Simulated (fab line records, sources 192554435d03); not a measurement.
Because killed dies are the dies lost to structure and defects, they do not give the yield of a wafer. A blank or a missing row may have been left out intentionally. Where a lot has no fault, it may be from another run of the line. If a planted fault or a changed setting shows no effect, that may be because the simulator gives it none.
fab line records	flow n5Finfet
record lots=11	wafers=33	lastDay=16
route steps=1938 shown BEOL_M6@1215 PASSIVATION@1936
lots that met no fault: taken from a fault-free run of the same line
startH: start of the lot's first displayed wafer, in hours after the record's first day	waitH: hours since the lot's step before	" the same as in the row above	L1.1+2: a single row standing in for several wafers	- either no value or no given start	* or withheld: withheld	< > ~ a bound
route shown NAME@n: a module of which the file shows steps, and the number in the route of the first	usual: mean/standard deviation taken from wafers without a fault	same: alike in all rows	chamber/n: place in a boat	sites: the reading at each site	_std_site: the values' standard deviation	_edge_site: outer sites' mean less inner sites'	radiusMm: for every site, how far away it sits from the centre of the wafer	mask NAME#n: copy n	behind: the tool/chamber that last shaped the wafer	hold: why the lot was held/for how many hours/how that ended	device: names the non-switching transistor (n, p or np)	end of line: at the end of the route, the tests of the same wafers	where a step has no rows: the recipe by itself	killed: dies that structure and defects cost at the first sort, which is not the same as the wafer's yield	map: shows each die of a wafer: x if killed, . if not, _ if none is there
set.NAME: the setting that was run; set.NAME@STEP: the one run at that earlier step	model.NAME: the simulator's own value behind a step, which no gauge read
the route's steps for a sample of lots (tables are steps, rows are wafers)
services: the hour from which a tool's chamber was out of use, counted from the record's first day as startH (under 0 if before that day), plus the number of hours and why
## steps
# step N5_BEOL_M6_HM_OPEN_17
# recipe chemistry=Cl2/BCl3	targetDepthA=200	overetchA=60	target=TiN	maskMaterial=SOC	ionEnergyEv=150	pressureMtorr=10	icpW=1000	biasW=126	Cl2_flow_sccm=53.25	bcl3FlowSccm=21.75	Ar_flow_sccm=25
# usual bcl3FlowSccm=21.75/0.062	drypumpMotorCurrentA=5.9/0.39	oesProductAu=0.62/0.071	throttleValvePct=22.38/0.19
lot.wafer	tool	chamber	startH	waitH	bcl3FlowSccm	drypumpMotorCurrentA	oesProductAu	rfHoursCounterH	throttleValvePct
L962.2	rieMetal-01	1	180.24	0.0	21.77	5.9	0.59	76	22.18
L962.3	"	1	"	"	21.80	5.9	0.59	-	22.21
L962.4	"	0	"	"	21.75	5.0	0.62	-	22.14
L964.3	rieMetal-01	0	202.20	0.1	21.76	5.0	0.62	-	22.15
L964.5	"	0	"	"	21.84	5.0	0.62	-	22.17
L964.6	"	1	"	"	21.74	5.9	0.60	-	22.18
L966.1	rieMetal-03	0	205.71	0.0	21.70	6.1	0.67	49	22.49
L966.4	"	1	"	"	21.70	6.0	0.77	-	22.31
L966.5	"	0	"	"	21.60	6.1	0.67	-	22.49
L967.1	rieMetal-02	1	205.89	0.0	21.75	6.3	0.56	94	22.71
L967.4	"	0	"	"	21.72	6.0	0.56	-	22.32
L967.6	"	1	"	"	21.81	6.3	0.57	-	22.70
L969.3	rieMetal-02	0	229.24	0.1	21.73	6.0	0.56	-	22.31
L969.5	"	0	"	"	21.84	6.0	0.56	-	22.30
L969.6	"	1	"	"	21.75	6.3	0.56	-	22.70
L971.1	rieMetal-02	0	236.93	0.0	21.71	6.0	0.56	93	22.32
L971.4	"	0	"	"	21.82	6.0	0.55	-	22.30
L971.5	"	1	"	"	21.80	6.3	0.56	-	22.69
L976.2	rieMetal-01	1	265.94	0.0	21.70	5.9	0.58	84	22.22
L976.5	"	0	"	"	21.75	5.0	0.60	-	22.17
L976.6	"	1	"	"	21.81	5.9	0.59	-	22.20
L975.1	rieMetal-02	1	275.38	0.0	21.80	6.3	0.55	99	22.73
L975.2	"	0	"	"	21.73	6.0	0.55	96	22.32
L975.3	"	0	"	"	21.75	6.0	0.55	-	22.31
L979.1	rieMetal-03	1	283.65	0.0	21.69	6.0	0.74	12	22.30
L979.2	"	0	"	"	21.76	6.1	0.66	56	22.49
L979.3	"	1	"	"	21.65	6.0	0.74	-	22.29
L981.1	rieMetal-01	1	293.35	0.0	21.73	5.9	0.59	87	22.19
L981.5	"	0	"	"	21.63	5.0	0.60	-	22.18
L981.6	"	1	"	"	21.73	5.9	0.58	-	22.23
L980.2	rieMetal-03	1	297.35	0.0	21.77	6.0	0.73	13	22.29
L980.4	"	0	"	"	21.84	6.2	0.66	-	22.50
L980.5	"	1	"	"	21.79	6.0	0.73	-	22.31
# step N5_BEOL_M6_OVL_MEAS_29
# recipe pointsPerWafer=522
# usual V5_OVL=0.1/0.65
lot.wafer	tool	chamber	startH	waitH	V5_OVL[nm]
L962.2	overlay-02	0	181.74	0.0	1.1
L962.3	"	0	"	"	0.9
L962.4	"	0	"	"	1.1
L964.3	overlay-01	0	203.13	0.0	-0.9
L964.5	"	0	"	"	-1.6
L964.6	"	0	"	"	-0.7
L967.1	overlay-02	0	208.31	0.0	-0.4
L967.4	"	0	"	"	-0.4
L967.6	"	0	"	"	-1.4
L966.1	overlay-02	0	208.48	0.0	0.3
L966.4	"	0	"	"	-0.2
L966.5	"	0	"	"	0.3
L969.3	overlay-01	0	230.31	0.0	1.0
L969.5	"	0	"	"	0.5
L969.6	"	0	"	"	0.9
L971.1	overlay-01	0	238.42	0.0	-0.1
L971.4	"	0	"	"	-1.0
L971.5	"	0	"	"	0.2
L976.2	overlay-02	0	267.36	0.0	-0.5
L976.5	"	0	"	"	-1.1
L976.6	"	0	"	"	-0.2
L975.1	overlay-01	0	276.12	0.0	0.5
L975.2	"	0	"	"	0.0
L975.3	"	0	"	"	0.5
L979.1	overlay-01	0	284.34	0.0	0.4
L979.2	"	0	"	"	0.1
L979.3	"	0	"	"	-0.7
L981.1	overlay-02	0	294.00	0.0	0.0
L981.5	"	0	"	"	1.0
L981.6	"	0	"	"	-0.5
L980.2	overlay-02	0	300.14	0.0	0.4
L980.4	"	0	"	"	0.5
L980.5	"	0	"	"	-0.7
# step N5_BEOL_M6_INSPECT_30
# recipe mode=adi	inspectInstrument=brightfield
# usual rawDefectCount=439/100
lot.wafer	tool	chamber	startH	waitH	rawDefectCount
L962.2	defectInspect-02	-	181.79	0.0	407
L962.3	"	-	"	"	447
L962.4	"	-	"	"	387
L964.3	defectInspect-02	-	203.17	0.0	291
L964.5	"	-	"	"	293
L964.6	"	-	"	"	292
L967.1	defectInspect-02	-	208.37	0.1	444
L967.4	"	-	"	"	355
L967.6	"	-	"	"	406
L966.1	defectInspect-02	-	208.54	0.1	504
L966.4	"	-	"	"	330
L966.5	"	-	"	"	413
L969.3	defectInspect-01	-	230.35	0.0	445
L969.5	"	-	"	"	557
L969.6	"	-	"	"	479
L971.1	defectInspect-01	-	238.48	0.1	437
L971.4	"	-	"	"	341
L971.5	"	-	"	"	494
L976.2	defectInspect-01	-	267.41	0.0	504
L976.5	"	-	"	"	405
L976.6	"	-	"	"	421
L975.1	defectInspect-01	-	276.18	0.1	512
L975.2	"	-	"	"	663
L975.3	"	-	"	"	761
L979.1	defectInspect-01	-	284.40	0.1	416
L979.2	"	-	"	"	505
L979.3	"	-	"	"	381
L981.1	defectInspect-02	-	294.06	0.1	475
L981.5	"	-	"	"	334
L981.6	"	-	"	"	423
L980.2	defectInspect-02	-	300.19	0.0	298
L980.4	"	-	"	"	495
L980.5	"	-	"	"	457
# step N5_BEOL_M6_STRIP_36
# recipe chemistry=N2/H2	powerW=450	tempC=40	pressureMtorr=20	rfFrequencyHz=6e+07	overashFraction=0.3	biasPowerW=7	h2Frac=0.5	n2FlowSccm=200	h2FlowSccm=200
# usual drypumpMotorCurrentA=5.8/0.41	h2FlowSccm=199.9/0.58	oesProductAu=0.81/0.08	rfVppV=59.3/1.5	showerheadPlenumPTorr=2.58/0.087	throttleValvePct=23.42/0.29
lot.wafer	tool	chamber	startH	waitH	drypumpMotorCurrentA	h2FlowSccm	oesProductAu	rfHoursCounterH	rfVppV	showerheadPlenumPTorr	throttleValvePct
L962.2	rieDiel-06	0	183.06	0.0	5.9	199.6	0.74	155	61.0	2.54	23.40
L962.3	"	3	"	"	6.6	200.0	0.69	235	58.2	2.40	23.34
L962.4	"	3	"	"	6.6	200.0	0.68	-	59.2	2.40	23.38
L964.3	rieDiel-06	0	204.04	0.0	5.9	199.9	0.72	163	58.2	2.53	23.39
L964.5	"	3	"	"	6.6	199.5	0.68	-	57.5	2.40	23.37
L964.6	"	0	"	"	5.9	199.7	0.73	-	59.7	2.53	23.37
L967.1	rieDiel-05	2	208.63	0.0	5.8	200.7	0.92	31	60.7	2.59	22.83
L967.4	"	0	"	"	5.1	200.2	0.90	-	62.2	2.71	23.74
L967.6	"	1	"	"	5.7	200.2	0.74	-	59.2	2.65	23.36
L966.1	rieDiel-04	3	208.92	0.0	5.6	200.4	0.93	19	60.4	2.59	23.22
L966.4	"	1	"	"	6.0	199.3	0.84	69	59.0	2.58	23.14
L966.5	"	0	"	"	5.4	200.5	0.87	-	58.0	2.57	23.31
L969.3	rieDiel-04	3	230.62	0.0	5.6	200.9	0.91	26	60.7	2.59	23.25
L969.5	"	1	"	"	6.0	201.1	0.83	-	59.7	2.57	23.12
L969.6	"	2	"	"	5.9	199.0	0.80	-	59.1	2.56	23.97
L971.1	rieDiel-04	1	239.16	0.0	6.0	200.3	0.83	80	60.0	2.57	23.14
L971.4	"	3	"	"	5.6	199.9	0.90	29	61.9	2.59	23.25
L971.5	"	0	"	"	5.4	200.1	0.85	-	58.9	2.57	23.32
L976.2	rieDiel-06	2	267.90	0.0	5.6	199.7	0.74	186	57.8	2.42	23.62
L976.5	"	3	"	"	6.6	179.7	0.98	-	59.5	2.65	21.93
L976.6	"	2	"	"	5.7	200.1	0.74	-	59.8	2.42	23.66
L975.1	rieDiel-06	3	276.45	0.0	6.6	179.3	0.97	9	58.5	2.65	21.94
L975.2	"	1	"	"	6.4	198.8	0.83	95	58.3	2.67	23.61
L975.3	"	2	"	"	5.6	199.9	0.74	188	56.4	2.42	23.66
L979.1	rieDiel-05	3	284.87	0.0	5.9	199.9	0.91	16	58.0	2.49	23.43
L979.2	"	2	"	"	5.8	200.5	0.86	64	57.4	2.58	22.89
L979.3	"	1	"	"	5.7	200.8	0.70	179	61.2	2.64	23.39
L981.1	rieDiel-05	1	294.33	0.0	5.7	199.3	0.69	183	59.6	2.63	23.42
L981.5	"	1	"	"	5.7	199.8	0.70	-	60.3	2.64	23.38
L981.6	"	0	"	"	5.1	198.7	0.83	-	57.2	2.69	23.83
L980.2	rieDiel-05	0	300.98	0.0	5.0	199.5	0.83	64	56.0	2.69	23.83
L980.4	"	1	"	"	5.7	199.8	0.70	186	59.3	2.63	23.43
L980.5	"	3	"	"	5.9	200.2	0.92	-	61.3	2.49	23.41
# step N5_PASSIVATION_PROBE_49
# usual defectLimitedYield=91.3/1.4	killed_at_M0_to_M3=34/10	killed_at_M4_up=13/4.8	killedAtContacts=12/6.1	killedAtFrontEnd=40/11	killedAtOther=3.7/2.8	killedDies=103/16	killedOpen=67/12	killedShort=34/7.4	sort_bin_5_function=5.1/0.95	sort_bin_6_memory=3.2/0.62	sortNPass=1077/16	sortYieldPct=91.3/1.4
# same grossDies=1180	killedAtBackSide=0	sort_bin_4_leakage[%]=0	sort_bin_8_speed[%]=0
lot.wafer	tool	chamber	startH	waitH	defectLimitedYield[%]	killed_at_M0_to_M3	killed_at_M4_up	killedAtContacts	killedAtFrontEnd	killedAtOther	killedDies	killedOpen	killedShort	sort_bin_5_function[%]	sort_bin_6_memory[%]	sortNPass	sortYieldPct[%]
L964.3	prober-02	-	288.49	0.1	90.8	32	14	21	34	8	109	77	32	5.8	3.1	1071	90.8
L964.5	prober-02	-	288.59	0.2	91.4	21	28	10	42	1	102	76	26	5.9	2.3	1078	91.4
L964.6	prober-02	-	288.64	0.3	93.3	30	11	7	28	3	79	46	32	3.6	2.7	1101	93.3
L969.3	prober-02	-	315.84	0.1	91.2	34	11	14	36	9	104	70	34	5.5	3.1	1076	91.2
L969.5	prober-02	-	315.94	0.2	90.1	40	18	15	38	6	117	75	42	5.7	3.8	1063	90.1
L969.6	prober-02	-	315.99	0.3	90.5	49	13	15	30	5	112	73	39	5.7	3.4	1068	90.5
L971.1	prober-01	-	323.44	0.0	90.8	24	13	10	57	4	108	66	42	5.1	3.8	1072	90.8
L971.4	prober-01	-	323.59	0.2	91.6	29	9	2	53	6	99	73	25	5.0	3.1	1081	91.6
L971.5	prober-01	-	323.64	0.2	89.6	51	21	11	38	2	123	84	37	7.0	2.6	1057	89.6
L979.1	prober-01	-	371.76	0.0	91.0	31	10	16	48	1	106	71	35	5.4	3.1	1074	91.0
L979.2	prober-01	-	371.81	0.1	90.9	37	13	13	40	4	107	73	34	4.9	4.1	1073	90.9
L979.3	prober-01	-	371.86	0.1	91.8	20	13	13	48	3	97	60	31	4.3	3.3	1083	91.8
# killed by level:class
L964.3 MOL_CONTACT_COAG:geometricParticle:open=20 BEOL_M0_SAQP:geometricParticle:short=8 STI_FIN_REVEAL:geometricParticle:open=7 BEOL_M1:geometricParticle:open=7 BEOL_M2:geometricParticle:open=7 FIN_SAQP:geometricParticle:open=6 BEOL_M4:geometricParticle:open=6 BEOL_M3:geometricParticle:open=5
L964.5 BEOL_M4:geometricParticle:open=20 FIN_SAQP:geometricParticle:open=12 STI_FIN_REVEAL:geometricParticle:open=9 MOL_CONTACT_COAG:geometricParticle:open=9 FIN_SAQP:geometricParticle:short=7 BEOL_M0_SAQP:geometricParticle:short=5 BEOL_M2:geometricParticle:open=5 BEOL_M4:geometricParticle:short=4
L964.6 FIN_SAQP:geometricParticle:short=8 BEOL_M2:geometricParticle:open=7 BEOL_M0_SAQP:geometricParticle:short=6 FIN_SAQP:geometricParticle:open=5 MOL_CONTACT_COAG:geometricParticle:open=5 BEOL_M0_SAQP:geometricParticle:open=5 BEOL_M3:geometricParticle:open=5 BEOL_M1:geometricParticle:open=4
L969.3 STI_FIN_REVEAL:geometricParticle:open=13 MOL_CONTACT_COAG:geometricParticle:open=12 BEOL_M0_SAQP:geometricParticle:open=12 BEOL_M0_SAQP:geometricParticle:short=7 BEOL_M3:geometricParticle:open=7 STI_FIN_REVEAL:geometricParticle:short=5 MIM_TOP_ETCH:geometricParticle:open=5 BEOL_M2:geometricParticle:open=4
L969.5 BEOL_M0_SAQP:geometricParticle:short=12 MOL_CONTACT_COAG:geometricParticle:open=11 BEOL_M0_SAQP:geometricParticle:open=11 STI_FIN_REVEAL:geometricParticle:open=7 DUMMY_GATE:geometricParticle:open=7 BEOL_M4:geometricParticle:open=6 BEOL_M4:geometricParticle:short=6 BEOL_M3:geometricParticle:open=6
L969.6 BEOL_M0_SAQP:geometricParticle:short=18 BEOL_M0_SAQP:geometricParticle:open=15 MOL_CONTACT_COAG:geometricParticle:open=12 BEOL_M3:geometricParticle:open=9 FIN_SAQP:geometricParticle:open=5 ILD0:geometricParticle:open=5 BEOL_M1:geometricParticle:open=4 BEOL_M4:geometricParticle:open=4
L971.1 FIN_SAQP:geometricParticle:open=19 FIN_SAQP:geometricParticle:short=14 MOL_CONTACT_COAG:geometricParticle:open=8 BEOL_M0_SAQP:geometricParticle:short=8 BEOL_M3:geometricParticle:open=7 DUMMY_GATE:geometricParticle:open=5 BEOL_M4:geometricParticle:short=5 STI_FIN_REVEAL:geometricParticle:open=3
L971.4 FIN_SAQP:geometricParticle:open=18 BEOL_M2:geometricParticle:open=11 DUMMY_GATE:geometricParticle:open=8 STI_FIN_REVEAL:geometricParticle:open=6 BEOL_M3:geometricParticle:open=6 BEOL_M2:geometricParticle:short=5 STI_FIN_REVEAL:geometricParticle:short=5 FIN_SAQP:geometricParticle:short=4
L971.5 BEOL_M0_SAQP:geometricParticle:short=16 BEOL_M0_SAQP:geometricParticle:open=13 DUMMY_GATE:geometricParticle:open=8 MOL_CONTACT_COAG:geometricParticle:open=8 FIN_SAQP:geometricParticle:open=7 BEOL_M3:geometricParticle:open=7 BEOL_M1:geometricParticle:open=7 BEOL_M5:geometricParticle:open=7
L979.1 MOL_CONTACT_COAG:geometricParticle:open=12 STI_FIN_REVEAL:geometricParticle:open=9 DUMMY_GATE:geometricParticle:open=9 GATE_CUT:geometricParticle:short=9 BEOL_M3:geometricParticle:open=7 BEOL_M2:geometricParticle:open=7 MOL_CONTACT_COAG:geometricParticle:short=4 BEOL_M0_SAQP:geometricParticle:open=4
L979.2 MOL_CONTACT_COAG:geometricParticle:open=12 BEOL_M0_SAQP:geometricParticle:short=10 STI_FIN_REVEAL:geometricParticle:open=9 BEOL_M2:geometricParticle:open=8 FIN_SAQP:geometricParticle:open=7 BEOL_M1:geometricParticle:open=7 GATE_CUT:geometricParticle:short=6 GATE_CUT:geometricParticle:open=5
L979.3 MOL_CONTACT_COAG:geometricParticle:open=12 STI_FIN_REVEAL:geometricParticle:open=11 GATE_CUT:geometricParticle:short=6 DUMMY_GATE:geometricParticle:open=5 GATE_CUT:geometricParticle:open=5 BEOL_M0_SAQP:geometricParticle:short=5 FIN_CUT:geometricParticle:short=4 DUMMY_GATE:geometricParticle:short=4
## services
tool	chamber	startH	hours	kind
rieMetal-01	1	161.67	9.4	repair
rieDiel-05	3	204.47	-	clean
rieDiel-05	3	204.47	-	consumableReplace:focusRing
rieDiel-05	3	204.47	40.2	scheduledDown
rieDiel-05	3	204.47	40.2	ventCycle
rieMetal-01	-	224.32	1.4	pm
rieDiel-06	3	228.27	-	clean
rieDiel-06	3	228.27	-	consumableReplace:focusRing
rieDiel-06	3	228.27	-	consumableReplace:showerhead
rieDiel-06	3	228.27	22.3	scheduledDown
rieDiel-06	3	228.27	22.3	ventCycle
rieMetal-03	0	265.79	4.4	repair
## key
firstSign step=N5_BEOL_M6_STRIP_36	reading=h2FlowSccm	direction=down	sigmas=35	usual=199.9	struck=179.5
effect step=N5_BEOL_M6_STRIP_36	reading=throttleValvePct	direction=down	sigmas=5	usual=*	struck=*
metAt N5_BEOL_M6_STRIP_36
struckLots L975,L976
struckWafers L975.1,L976.5
notActingAt N5_BEOL_M6_HM_OPEN_17,N5_BEOL_M6_OVL_MEAS_29,N5_BEOL_M6_INSPECT_30
onsetBetween 204.04 267.90
fault kind=processParameterDrift	tool=rieDiel-06	chamber=3	onsetH=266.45	steps=N5_BEOL_M6_STRIP_36	channel=h2FlowSccm	offset=-20	shape=step	endH=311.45	actsIn=theseRecipesOnly	stated=200
